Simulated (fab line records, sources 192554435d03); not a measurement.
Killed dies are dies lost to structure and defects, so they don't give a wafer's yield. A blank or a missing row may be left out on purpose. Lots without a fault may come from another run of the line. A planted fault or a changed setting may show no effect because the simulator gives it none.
fab line records | flow n5_finfet
record lots=11 wafers=31 last_day=19
route steps=1938 shown BEOL_M6@1230 BEOL_M7@1263 PASSIVATION@1936
lots that met no fault: from a run of the same line without faults
start_h: hours from the record's first day to the start of the lot's first wafer shown | wait_h: hours since the lot's step before | " the same as in the row above | L1.1+2: a row that stands for several wafers | - no value, or no start given | * or withheld: withheld | < > ~ a bound
route shown NAME@n: a module of which the file shows steps, and the number in the route of the first | usual: mean/standard deviation of fault-free wafers | same: alike in all rows | chamber/n: place in a boat | sites: the reading at each site | _std_site: their standard deviation | _edge_site: outer sites' mean less inner sites' | radius_mm: how far each site lies from the wafer's centre | mask NAME#n: copy n | behind: the tool/chamber that last shaped the wafer | hold: why the lot was held/for how many hours/how that ended | device: the transistor (n, p or np) that didn't switch | end of line: the same wafers' tests at the end of the route | a step without rows: its recipe alone | killed: dies lost to structure and defects at the first sort, not the wafer's yield | map: a wafer's dies, x killed, . not, _ none there
set.NAME: the setting as run; set.NAME@STEP: as run at that earlier step | model.NAME: the simulator's own value behind a step, which no gauge read
steps of the route over a sample of lots; a table a step, a row a wafer
services: from which hour (start_h, from the record's first day; less than 0 if before it) a tool's chamber was out of use, for how many hours, and why
## steps
# step N5_BEOL_M6_DESCUM_33
# recipe chemistry=O2 time_s=7 source_power_w=50 bias_power_w=20 pressure_mtorr=20 rf_frequency_hz=2.712e+07 temp_c=40 resist=CAR-EUV o2_flow_sccm=225
# usual drypump_motor_current_A=5.6/0.47 oes_product_au=0.79/0.079 rf_vpp_V=243.3/1.7 showerhead_plenum_p_Torr=2.10/0.082 throttle_valve_pct=20.42/0.25
# columns lot.wafer tool chamber start_h wait_h drypump_motor_current_A oes_product_au rf_hours_counter_h rf_vpp_V showerhead_plenum_p_Torr throttle_valve_pct
L206.2 rie_diel-05 0 192.49 0.1 6.4 0.75 168 241.5 1.99 20.37
L206.3 " 0 " " 6.5 0.75 - 242.5 2.00 20.36
L206.6 " 3 " " 5.6 0.68 - 243.1 2.15 20.80
L210.1 rie_diel-04 3 219.98 0.0 5.8 0.75 169 241.6 1.99 20.59
L210.3 " 2 " " 5.8 0.78 102 243.4 2.12 20.60
L210.6 " 0 " " 4.7 0.82 - 241.9 2.10 20.16
L215.3 rie_diel-05 1 250.87 0.7 5.1 0.92 24 243.7 2.15 20.61
L215.5 " 2 " " 5.2 0.90 - 245.9 2.21 19.96
L215.6 " 1 " " 5.1 0.91 - 245.1 2.15 20.61
L217.3 rie_diel-04 0 251.49 0.9 4.8 0.81 104 242.2 2.10 20.19
L217.4 " 2 " " 5.8 0.77 108 241.9 2.11 20.60
L217.5 " 1 " " 5.9 0.70 - 243.0 2.15 20.20
L218.3 rie_diel-05 1 284.64 0.0 5.1 0.90 35 244.2 2.15 20.64
L218.4 " 2 " " 5.2 0.88 47 245.5 2.21 20.00
L218.6 " 0 " " 6.4 0.71 - 241.7 1.98 20.43
L221.1 rie_diel-06 3 284.69 0.0 6.0 0.76 159 244.6 2.20 20.76
L221.2 " 1 " " 5.8 0.74 177 241.4 2.00 20.54
L221.3 " 2 " " 5.0 0.95 18 242.3 2.07 19.93
L220.1 rie_diel-06 1 291.40 0.1 5.8 0.73 179 242.7 2.00 20.54
L220.4 " 0 " " 5.8 0.86 69 245.6 2.20 20.37
L220.6 " 0 " " 5.8 0.85 - 243.4 2.20 20.35
L225.1 rie_diel-04 1 327.74 0.0 5.9 0.68 228 244.4 2.14 20.21
L225.5 " 2 " " 5.8 0.75 - 242.6 2.10 20.65
L226.2 rie_diel-06 2 331.52 0.2 5.0 0.91 35 243.4 2.06 19.93
L226.3 " 0 " " 5.8 0.84 83 243.6 2.19 20.40
L226.6 " 2 " " 5.0 0.91 - 242.4 2.06 19.95
L227.2 rie_diel-06 3 351.58 0.0 6.0 0.73 183 245.2 2.19 20.79
L227.3 " 0 " " 5.8 0.84 89 244.3 2.19 20.41
L227.4 " 1 " " 5.8 0.72 200 242.1 1.99 20.57
L229.2 rie_diel-06 2 353.29 0.1 5.0 0.89 44 241.7 2.06 19.95
L229.3 " 1 " " 5.8 0.72 201 241.4 1.99 20.58
# step N5_BEOL_M6_ETCH_65
# recipe chemistry=CF4 target=SiARC target_depth_a=156 mask_material=CAR-EUV time_s=26 ion_energy_ev=80 pressure_mtorr=40 source_w=545 bias_w=36 Ar_flow_sccm=100 cf4_flow_sccm=100 ends=cleared
# usual bias_w=35.99/0.1 drypump_motor_current_A=5.6/0.47 etch_rf_on_time_s=25.7/0.61 oes_product_au=0.68/0.067 rf_vpp_V=184.1/1.3 showerhead_plenum_p_Torr=2.15/0.079 throttle_valve_pct=15.61/0.24
# columns lot.wafer tool chamber start_h wait_h bias_w drypump_motor_current_A etch_rf_on_time_s oes_product_au rf_hours_counter_h rf_vpp_V showerhead_plenum_p_Torr throttle_valve_pct
L206.2 rie_diel-05 0 192.57 0.0 36.09 6.4 26.7 0.63 168 184.0 2.05 15.61
L206.3 " 0 " " 35.97 6.4 26.7 0.63 - 184.8 2.05 15.59
L206.6 " 3 " " 35.92 5.5 26.0 0.59 - 184.2 2.19 15.98
L210.1 rie_diel-04 3 220.03 0.0 36.05 5.7 25.1 0.67 169 182.5 2.06 15.86
L210.3 " 2 " " 35.85 5.8 25.2 0.68 102 182.6 2.16 15.65
L210.6 " 0 " " 36.15 4.7 25.7 0.69 - 183.7 2.16 15.39
L215.3 rie_diel-05 1 250.92 0.0 36.09 5.2 25.3 0.78 24 184.3 2.19 15.59
L215.5 " 2 " " 36.06 5.2 25.3 0.77 - 185.7 2.27 15.27
L215.6 " 1 " " 35.97 5.2 25.4 0.78 - 185.6 2.19 15.58
L217.3 rie_diel-04 0 251.54 0.0 35.90 4.7 26.2 0.67 104 183.2 2.16 15.42
L217.4 " 2 " " 36.02 5.8 25.5 0.67 108 184.0 2.15 15.68
L217.5 " 1 " " 35.79 5.9 25.6 0.61 - 184.4 2.20 15.45
L218.3 rie_diel-05 1 284.69 0.0 36.04 5.1 25.6 0.77 35 183.8 2.18 15.60
L218.4 " 2 " " 35.88 5.2 25.4 0.75 47 185.6 2.26 15.27
L218.6 " 0 " " 35.96 6.4 26.8 0.60 - 182.8 2.04 15.68
L221.1 rie_diel-06 3 284.74 0.0 35.83 6.0 25.9 0.64 159 184.5 2.22 15.76
L221.2 " 1 " " 35.98 5.8 26.9 0.62 177 182.6 2.06 15.76
L221.3 " 2 " " 36.12 4.9 25.6 0.82 18 183.7 2.10 15.02
L220.1 rie_diel-06 1 291.45 0.0 36.06 5.8 26.7 0.62 179 184.1 2.06 15.78
L220.4 " 0 " " 35.97 5.8 25.3 0.74 69 185.6 2.27 15.71
L220.6 " 0 " " 35.94 5.8 25.3 0.73 - 184.9 2.27 15.73
L225.1 rie_diel-04 1 327.79 0.0 36.04 5.9 26.0 0.60 228 185.2 2.19 15.50
L225.5 " 2 " " 35.91 5.8 25.1 0.65 - 185.5 2.15 15.75
L226.2 rie_diel-06 2 331.57 0.0 36.11 5.0 25.4 0.79 35 182.9 2.10 15.03
L226.3 " 0 " " 35.92 5.8 25.0 0.72 83 185.4 2.27 15.76
L226.6 " 2 " " 36.06 5.0 25.2 0.79 - 182.3 2.10 15.05
L227.2 rie_diel-06 3 351.63 0.0 36.02 6.0 25.5 0.62 183 186.0 2.21 15.80
L227.3 " 0 " " 35.86 5.8 25.4 0.71 89 187.1 2.26 15.78
L227.4 " 1 " " 35.71 5.8 26.9 0.61 200 182.0 2.05 15.81
L229.2 rie_diel-06 2 353.35 0.0 35.93 5.0 25.1 0.77 44 183.3 2.09 15.03
L229.3 " 1 " " 36.07 5.8 26.5 0.61 201 181.8 2.05 15.81
# step N5_BEOL_M6_ETCH_41
# recipe chemistry=CH3F/O2 target=SiCN target_depth_a=297 taper_deg=2 time_s=52 ion_energy_ev=120 mask_material=TiN pressure_mtorr=30 source_w=395 bias_w=75 Ar_flow_sccm=150 CH3F_flow_sccm=30 O2_flow_sccm=20
# usual bias_w=74.99/0.23 drypump_motor_current_A=5.6/0.47 oes_product_au=0.79/0.079 rf_vpp_V=297.6/1.7 showerhead_plenum_p_Torr=2.01/0.076 throttle_valve_pct=16.31/0.25
# columns lot.wafer tool chamber start_h wait_h bias_w drypump_motor_current_A oes_product_au rf_hours_counter_h rf_vpp_V showerhead_plenum_p_Torr throttle_valve_pct
L206.2 rie_diel-05 0 - - 75.07 6.4 0.73 168 294.6 1.92 16.33
L206.3 " 0 " " 75.04 6.5 0.73 - 296.8 1.92 16.35
L206.6 " 3 " " 75.18 5.5 0.69 - 298.1 2.04 16.61
L210.1 rie_diel-04 3 - - 75.01 5.8 0.75 169 295.9 1.91 16.52
L210.3 " 2 " " 75.31 5.8 0.79 102 297.4 2.02 16.44
L210.6 " 0 " " 75.06 4.8 0.81 - 297.2 2.02 16.12
L215.3 rie_diel-05 1 - - 74.92 5.1 0.93 24 298.5 2.06 16.38
L215.5 " 2 " " 75.05 5.2 0.91 - 301.1 2.11 15.88
L215.6 " 1 " " 75.16 5.1 0.92 - 298.3 2.06 16.40
L217.3 rie_diel-04 0 - - 74.85 4.7 0.80 104 297.9 2.01 16.12
L217.4 " 2 " " 74.83 5.8 0.78 108 297.1 2.02 16.45
L217.5 " 1 " " 75.07 5.9 0.72 - 297.5 2.06 16.13
L218.3 rie_diel-05 1 - - 74.73 5.1 0.89 35 300.1 2.05 16.42
L218.4 " 2 " " 75.18 5.2 0.88 47 299.5 2.10 15.89
L218.6 " 0 " " 75.45 6.5 0.70 - 296.4 1.90 16.41
L221.1 rie_diel-06 3 - - 74.89 5.9 0.75 159 298.8 2.08 16.46
L221.2 " 1 " " 75.37 5.8 0.74 177 296.4 1.92 16.45
L221.3 " 2 " " 75.14 4.9 0.95 18 297.6 1.95 15.64
L220.1 rie_diel-06 1 - - 75.19 5.8 0.74 179 295.7 1.92 16.46
L220.4 " 0 " " 74.50 5.8 0.85 69 300.2 2.12 16.36
L220.6 " 0 " " 74.49 5.8 0.85 - 299.5 2.12 16.37
L225.1 rie_diel-04 1 - - 74.66 5.9 0.70 228 299.7 2.05 16.19
L225.5 " 2 " " 75.02 5.8 0.77 - 297.5 2.01 16.52
L226.2 rie_diel-06 2 - - 74.87 4.9 0.93 35 297.3 1.95 15.69
L226.3 " 0 " " 75.21 5.8 0.84 83 299.2 2.11 16.41
L226.6 " 2 " " 74.96 5.0 0.93 - 295.7 1.95 15.68
L227.2 rie_diel-06 3 - - 74.94 6.0 0.73 183 297.7 2.07 16.53
L227.3 " 0 " " 75.25 5.8 0.83 89 299.9 2.11 16.41
L227.4 " 1 " " 75.07 5.8 0.72 201 295.0 1.91 16.53
L229.2 rie_diel-06 2 - - 75.08 4.9 0.90 44 296.5 1.94 15.69
L229.3 " 1 " " 75.10 5.8 0.72 201 295.4 1.91 16.51
# step N5_BEOL_M7_ILD_DEP_00
# recipe material=SiCOH_lowk target_thk_a=1797.5 temp_c=300 precursor=DEMS/porogen pressure_torr=5 rf_w=500 time_s=33.4
# usual heater_power_w=323/60 showerhead_plenum_p_Torr=5.742/0.017 susceptor_temp_C=300.04/0.18 throttle_valve_pct=14.1/0.68
# columns lot.wafer tool chamber start_h wait_h heater_power_w showerhead_plenum_p_Torr susceptor_temp_C throttle_valve_pct
L206.2 pecvd-02 0 197.75 0.0 243 5.748 300.08 14.6
L206.3 " 1 " " 381 5.733 300.02 14.1
L206.6 " 2 " " 281 5.742 300.17 13.1
L210.1 pecvd-01 2 224.71 0.0 264 5.757 300.04 13.8
L210.3 " 0 " " 319 5.727 300.12 14.1
L210.6 " 2 " " 274 5.755 299.68 13.6
L215.3 pecvd-02 0 253.64 0.0 244 5.757 300.04 14.8
L215.5 " 1 " " 350 5.770 300.00 13.9
L215.6 " 2 " " 264 5.744 300.14 13.1
L217.3 pecvd-02 2 255.99 0.0 287 5.739 300.31 13.3
L217.4 " 1 " " 332 5.740 300.21 14.0
L217.5 " 0 " " 254 5.759 299.97 14.6
L218.3 pecvd-02 2 289.41 0.0 249 5.751 296.31 13.3
L218.4 " 2 " " 258 5.724 295.99 13.2
L218.6 " 1 " " 374 5.737 296.04 13.8
L221.1 pecvd-01 2 289.61 0.0 241 5.754 299.95 13.9
L221.2 " 0 " " 357 5.720 299.86 14.1
L221.3 " 1 " " 315 5.750 300.01 13.9
L220.1 pecvd-02 2 296.21 0.0 264 5.746 296.19 13.3
L220.4 " 0 " " 260 5.753 296.04 14.8
L220.6 " 2 " " 262 5.762 296.25 13.1
L225.1 pecvd-04 2 330.90 0.0 349 5.767 299.90 13.8
L225.5 " 1 " " 381 5.757 300.23 14.6
L226.2 pecvd-04 0 335.59 0.0 449 5.720 299.97 15.6
L226.3 " 1 " " 368 5.755 300.04 14.4
L226.6 " 0 " " 460 5.712 300.16 15.5
L227.2 pecvd-04 2 355.07 0.0 342 5.765 299.61 13.6
L227.3 " 1 " " 380 5.747 299.70 14.6
L227.4 " 1 " " 375 5.752 299.63 14.6
L229.2 pecvd-01 1 357.92 0.0 371 5.755 299.99 13.8
L229.3 " 2 " " 268 5.748 300.09 13.7
# step N5_PASSIVATION_PROBE_49
# usual defect_limited_yield=91.0/1.6 killed_at_M0_to_M3=35/11 killed_at_M4_up=14/5.3 killed_at_contacts=13/6.7 killed_at_front_end=41/12 killed_at_other=3.9/2.7 killed_dies=106/19 killed_open=70/14 killed_short=35/8.8 sort_bin_5_function=5.3/1 sort_bin_6_memory=3.3/0.81 sort_n_pass=1073/19 sort_yield_pct=91.0/1.6
# same gross_dies=1180 killed_at_back_side=0 sort_bin_4_leakage[%]=0 sort_bin_8_speed[%]=0
# columns lot.wafer tool chamber start_h wait_h defect_limited_yield[%] killed_at_M0_to_M3 killed_at_M4_up killed_at_contacts killed_at_front_end killed_at_other killed_dies killed_open killed_short sort_bin_5_function[%] sort_bin_6_memory[%] sort_n_pass sort_yield_pct[%]
L221.2 prober-02 - 369.69 0.1 93.8 19 22 1 31 0 73 50 18 3.9 1.9 1107 93.8
L226.2 prober-01 - 413.35 0.1 89.3 27 15 32 44 8 126 91 33 6.6 3.6 1054 89.3
L226.3 prober-01 - 413.40 0.1 93.1 18 13 12 36 3 82 53 29 3.9 2.9 1098 93.1
L226.6 prober-01 - 413.55 0.3 91.5 42 19 5 33 1 100 75 23 5.6 2.5 1080 91.5
# killed by level:class
L221.2 BEOL_M4:geometric_particle:open=9 BEOL_M0_SAQP:geometric_particle:open=8 BEOL_M0_SAQP:geometric_particle:short=7 FIN_SAQP:geometric_particle:open=5 STI_FIN_REVEAL:geometric_particle:open=5 BEOL_M5:geometric_particle:open=3 BEOL_M4:geometric_particle:short=3 STARTING-WAFER:geometric_particle:open=3
L226.2 MOL_CONTACT_COAG:geometric_particle:open=25 BEOL_M1:geometric_particle:open=13 STI_FIN_REVEAL:geometric_particle:open=8 DUMMY_GATE:geometric_particle:open=7 MOL_CONTACT_COAG:geometric_particle:short=7 FIN_SAQP:geometric_particle:open=6 BEOL_M2:geometric_particle:open=5 BEOL_M4:geometric_particle:open=5
L226.3 FIN_SAQP:geometric_particle:open=10 MOL_CONTACT_COAG:geometric_particle:open=9 BEOL_M1:geometric_particle:open=8 FIN_SAQP:geometric_particle:short=6 BEOL_M4:geometric_particle:open=5 BEOL_M3:geometric_particle:open=5 GATE_CUT:geometric_particle:short=4 MOL_CONTACT_COAG:geometric_particle:short=3
L226.6 BEOL_M1:geometric_particle:open=25 FIN_SAQP:geometric_particle:open=7 BEOL_M4:geometric_particle:open=6 DUMMY_GATE:geometric_particle:open=5 MOL_CONTACT_COAG:geometric_particle:open=4 BEOL_M5:geometric_particle:open=4 BEOL_M7:geometric_particle:open=4 STI_FIN_REVEAL:geometric_particle:open=3
## services
# columns tool chamber start_h hours kind
rie_diel-05 1 182.10 - clean
rie_diel-05 1 182.10 - consumable_replace:focus_ring
rie_diel-05 1 182.10 14.4 scheduled_down
rie_diel-05 1 182.10 14.4 vent_cycle
rie_diel-05 2 186.93 18.4 repair
rie_diel-06 1 194.90 14.0 repair
rie_diel-06 2 211.29 - clean
rie_diel-06 2 211.29 - consumable_replace:focus_ring
rie_diel-06 2 211.29 18.5 scheduled_down
rie_diel-06 2 211.29 18.5 vent_cycle
pecvd-04 2 221.37 2.1 scheduled_down
rie_diel-04 2 221.50 5.6 repair
rie_diel-04 2 227.60 7.5 repair
pecvd-01 1 231.76 22.7 repair
rie_diel-05 3 240.19 - clean
rie_diel-05 3 240.19 - consumable_replace:focus_ring
rie_diel-05 3 240.19 20.8 scheduled_down
rie_diel-05 3 240.19 20.8 vent_cycle
rie_diel-04 - 246.59 4.3 pm
pecvd-02 - 264.28 5.5 pm
rie_diel-04 3 270.27 1.4 repair
rie_diel-05 1 276.52 6.8 repair
rie_diel-05 2 314.84 9.9 repair
rie_diel-04 - 349.59 0.2 repair
## key
first_sign step=N5_BEOL_M7_ILD_DEP_00 reading=susceptor_temp_C direction=down sigmas=21 usual=* struck=*
effect none on later readings
met_at N5_BEOL_M7_ILD_DEP_00
struck_lots L218,L220
rows_end L218.3,L218.4,L218.6,L220.1,L220.4,L220.6
not_acting_at N5_BEOL_M6_DESCUM_33,N5_BEOL_M6_ETCH_65,N5_BEOL_M6_ETCH_41
onset_between 255.99 289.41
fault kind=process_parameter_drift tool=pecvd-02 chamber=- onset_h=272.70 steps=N5_BEOL_M7_ILD_DEP_00 channel=temp_c offset=* shape=step acts_in=* stated=*
# rows_end: these wafers met a further fault down the route, and their rows from its step on are left out
